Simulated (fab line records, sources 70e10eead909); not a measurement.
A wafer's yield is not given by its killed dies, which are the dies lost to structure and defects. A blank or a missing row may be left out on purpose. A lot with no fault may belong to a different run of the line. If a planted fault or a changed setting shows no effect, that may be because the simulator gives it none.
Which tool was responsible? :: flow nand harc :: Sampling: 13 lots, 39 wafers, 5 of 1159 route steps

WHAT THE GAUGES SHOWED, per wafer
NHARC_A_SOURCE_PLATE_THK_MEAS_09: measures by ellipsometry.
lot: L966
measured: day 6 16:25
on: film metro-01
thk nm (nm): 9.5 9.0 10.3

lot: L968
measured: day 7 17:20
on: film metro-01
thk nm (nm): 10.2 10.0 9.1

lot: L970
measured: day 7 17:20
on: film metro-02
thk nm (nm): 10.2 10.5 10.6

lot: L971
measured: day 8 12:55
on: film metro-01
thk nm (nm): 9.5 9.8 8.6

lot: L972
measured: day 8 17:09
on: film metro-02
thk nm (nm): 15.2 15.1 16.6

lot: L974
measured: day 9 02:41
on: film metro-01
thk nm (nm): 15.2 15.2 16.9

lot: L976
measured: day 10 01:58
on: film metro-01
thk nm (nm): 10.1 10.8 10.5

lot: L982
measured: day 10 22:32
on: film metro-02
thk nm (nm): 7.3 11.4 8.9

lot: L983
measured: day 10 22:32
on: film metro-01
thk nm (nm): 8.5 8.7 9.3

lot: L984
measured: day 11 10:27
on: film metro-01
thk nm (nm): 9.3 9.2 10.1

lot: L988
measured: day 12 04:04
on: film metro-02
thk nm (nm): 10.3 10.3 10.2

lot: L987
measured: day 12 04:04
on: film metro-01
thk nm (nm): 8.5 9.7 8.6

lot: L989
measured: day 13 06:58
on: film metro-02
thk nm (nm): 10.3 9.6 8.5

NHARC_A_ONON_D1_THK_MEAS_08: measures by ellipsometry.
lot: L966
measured: day 7 07:11
on: film metro-02
thk nm (nm): 995 995 995

lot: L968
measured: day 8 08:05
on: film metro-01
thk nm (nm): 1008 1009 1009

lot: L970
measured: day 8 08:05
on: film metro-02
thk nm (nm): 1009 1006 1008

lot: L971
measured: day 9 03:46
on: film metro-02
thk nm (nm): 1001 1000 1001

lot: L972
measured: day 9 04:07
on: film metro-01
thk nm (nm): 988 987 985

lot: L974
measured: day 9 12:28
on: film metro-02
thk nm (nm): 1011 1009 1009

lot: L976
measured: day 10 16:36
on: film metro-01
thk nm (nm): 1004 1005 1005

lot: L982
measured: day 11 15:43
on: film metro-02
thk nm (nm): 1011 1012 1011

lot: L983
measured: day 11 15:34
on: film metro-02
thk nm (nm): 985 983 982

lot: L984
measured: day 12 01:22
on: film metro-01
thk nm (nm): 1002 1002 1000

lot: L988
measured: day 12 18:38
on: film metro-02
thk nm (nm): 1001 999 1001

lot: L987
measured: day 12 18:38
on: film metro-01
thk nm (nm): 991 991 991

lot: L989
measured: day 13 22:19
on: film metro-02
thk nm (nm): 1010 1011 1010

NHARC_A_ONON_D1_THK_MEAS_14: measures by ellipsometry.
lot: L966
measured: day 7 08:20
on: film metro-01
thk nm (nm): 1011 1012 1010

lot: L968
measured: day 8 09:13
on: film metro-01
thk nm (nm): 998 997 999

lot: L970
measured: day 8 09:12
on: film metro-02
thk nm (nm): 978 976 979

lot: L971
measured: day 9 05:02
on: film metro-01
thk nm (nm): 1002 1001 1002

lot: L972
measured: day 9 05:14
on: film metro-02
thk nm (nm): 1000 998 1000

lot: L974
measured: day 9 13:37
on: film metro-01
thk nm (nm): 1000 1001 1002

lot: L976
measured: day 10 17:43
on: film metro-01
thk nm (nm): 981 982 981

lot: L982
measured: day 11 16:59
on: film metro-01
thk nm (nm): 1015 1014 1014

lot: L983
measured: day 11 16:46
on: film metro-02
thk nm (nm): 985 987 983

lot: L984
measured: day 12 02:29
on: film metro-01
thk nm (nm): 1010 1010 1009

lot: L988
measured: day 12 19:47
on: film metro-02
thk nm (nm): 1012 1016 1014

lot: L987
measured: day 12 19:47
on: film metro-01
thk nm (nm): 990 991 990

lot: L989
measured: day 13 23:27
on: film metro-02
thk nm (nm): 997 998 997

WHICH TOOL RAN EACH LOT (tool, then ch and the chambers of the sampled wafers, then the start)
lot: L966
NHARC_P_BONDPAD_DEGAS_25: pvd sputter-02, day 6 04:34
NHARC_A_SOURCE_PLATE_OXIDE_02: furnace-03 ch 0, day 6 12:22

lot: L968
NHARC_P_BONDPAD_DEGAS_25: pvd sputter-03, day 7 05:36
NHARC_A_SOURCE_PLATE_OXIDE_02: furnace-03 ch 0, day 7 13:15

lot: L970
NHARC_P_BONDPAD_DEGAS_25: pvd sputter-01, day 7 08:40
NHARC_A_SOURCE_PLATE_OXIDE_02: furnace-03 ch 0, day 7 13:15

lot: L971
NHARC_P_BONDPAD_DEGAS_25: pvd sputter-02, day 7 23:56
NHARC_A_SOURCE_PLATE_OXIDE_02: furnace-05 ch 0, day 8 08:55

lot: L972
NHARC_P_BONDPAD_DEGAS_25: pvd sputter-01, day 8 02:27
NHARC_A_SOURCE_PLATE_OXIDE_02: furnace-05 ch 0, day 8 08:55

lot: L974
NHARC_P_BONDPAD_DEGAS_25: pvd sputter-01, day 8 07:58
NHARC_A_SOURCE_PLATE_OXIDE_02: furnace-03 ch 0, day 8 15:44

lot: L976
NHARC_P_BONDPAD_DEGAS_25: pvd sputter-01, day 9 15:10
NHARC_A_SOURCE_PLATE_OXIDE_02: furnace-03 ch 0, day 9 21:55

lot: L982
NHARC_P_BONDPAD_DEGAS_25: pvd sputter-03, day 10 11:04
NHARC_A_SOURCE_PLATE_OXIDE_02: furnace-05 ch 0, day 10 18:34

lot: L983
NHARC_P_BONDPAD_DEGAS_25: pvd sputter-02, day 10 13:37
NHARC_A_SOURCE_PLATE_OXIDE_02: furnace-05 ch 0, day 10 18:34

lot: L984
NHARC_P_BONDPAD_DEGAS_25: pvd sputter-03, day 10 23:18
NHARC_A_SOURCE_PLATE_OXIDE_02: furnace-03 ch 0, day 11 06:22

lot: L988
NHARC_P_BONDPAD_DEGAS_25: pvd sputter-01, day 11 16:14
NHARC_A_SOURCE_PLATE_OXIDE_02: furnace-03 ch 0, day 12 00:00

lot: L987
NHARC_P_BONDPAD_DEGAS_25: pvd sputter-03, day 11 17:00
NHARC_A_SOURCE_PLATE_OXIDE_02: furnace-03 ch 0, day 12 00:00

lot: L989
NHARC_P_BONDPAD_DEGAS_25: pvd sputter-02, day 12 18:38
NHARC_A_SOURCE_PLATE_OXIDE_02: furnace-03 ch 0, day 13 02:56
- NHARC_P_BONDPAD_DEGAS_25: time 60 s.
- NHARC_A_SOURCE_PLATE_OXIDE_02: material SiO2, target thk 10 nm, ox time 1362 s.

AS READ BY THE TOOLS THEMSELVES (means over the sampled wafers that have a number; for cases with no such wafer, the mark the record gives instead)
NHARC_P_BONDPAD_DEGAS_25.
lot: L966
tool: pvd sputter-02
heater power w (W): 520

lot: L968
tool: pvd sputter-03
heater power w (W): 468

lot: L970
tool: pvd sputter-01
heater power w (W): 452

lot: L971
tool: pvd sputter-02
heater power w (W): 450

lot: L972
tool: pvd sputter-01
heater power w (W): 494

lot: L974
tool: pvd sputter-01
heater power w (W): 513

lot: L976
tool: pvd sputter-01
heater power w (W): 499

lot: L982
tool: pvd sputter-03
heater power w (W): 512

lot: L983
tool: pvd sputter-02
heater power w (W): 441

lot: L984
tool: pvd sputter-03
heater power w (W): 496

lot: L988
tool: pvd sputter-01
heater power w (W): 508

lot: L987
tool: pvd sputter-03
heater power w (W): 486

lot: L989
tool: pvd sputter-02
heater power w (W): 509

NHARC_A_SOURCE_PLATE_OXIDE_02.
lot: L966
tool: furnace-03
ox temp c (C): 899.9
zone power centre pct (%): 20.3

lot: L968
tool: furnace-03
ox temp c (C): 900.2
zone power centre pct (%): 20.2

lot: L970
tool: furnace-03
ox temp c (C): 900.0
zone power centre pct (%): 20.5

lot: L971
tool: furnace-05
ox temp c (C): 899.8
zone power centre pct (%): 15.4

lot: L972
tool: furnace-05
ox temp c (C): 899.7
zone power centre pct (%): 15.6

lot: L974
tool: furnace-03
ox temp c (C): 899.6
zone power centre pct (%): 20.6

lot: L976
tool: furnace-03
ox temp c (C): 899.6
zone power centre pct (%): 20.4

lot: L982
tool: furnace-05
ox temp c (C): 900.2
zone power centre pct (%): 15.5

lot: L983
tool: furnace-05
ox temp c (C): 899.9
zone power centre pct (%): 15.4

lot: L984
tool: furnace-03
ox temp c (C): 900.1
zone power centre pct (%): 20.5

lot: L988
tool: furnace-03
ox temp c (C): 900.4
zone power centre pct (%): 20.3

lot: L987
tool: furnace-03
ox temp c (C): 899.7
zone power centre pct (%): 20.5

lot: L989
tool: furnace-03
ox temp c (C): 900.1
zone power centre pct (%): 20.5

THE ANSWER, worked out from the rows above alone
Rule: the usual values come from the lots themselves. Put in order of their means at a reading, lots are off if they are a third of the lots or fewer, leave a main group of 4 or more, and stand apart from it by a gap of 3 or more times the standard deviation of the main group's means; of several such gaps the widest counts. A main group is skipped when, at the precision printed for the reading in the tables above, its means are all equal. Also off: a lot with no number at a reading for which 4 or more lots have one. Where the step has rows for the other lots, those lots are counted as sound. Order of review: gauges by route order, followed by the tools' own readings, for which a lot's mean as printed above is used. The first step at which some lot is off is used, and at that step the reading that is off furthest; a lot without a number counts as furthest.
Off, at NHARC_A_SOURCE_PLATE_THK_MEAS_09 on thk nm: L972, L974. The main group has a mean of 9.6 nm with a standard deviation of 0.54.
A tool fits if, at a process step before that reading, it ran every lot that is off, and no sound lot after the first of them. Gauges at NHARC_A_SOURCE_PLATE_THK_MEAS_09: tried the same way as those tools. Of those tried, none fits.

WHAT THE SIMULATOR HAD PUT IN
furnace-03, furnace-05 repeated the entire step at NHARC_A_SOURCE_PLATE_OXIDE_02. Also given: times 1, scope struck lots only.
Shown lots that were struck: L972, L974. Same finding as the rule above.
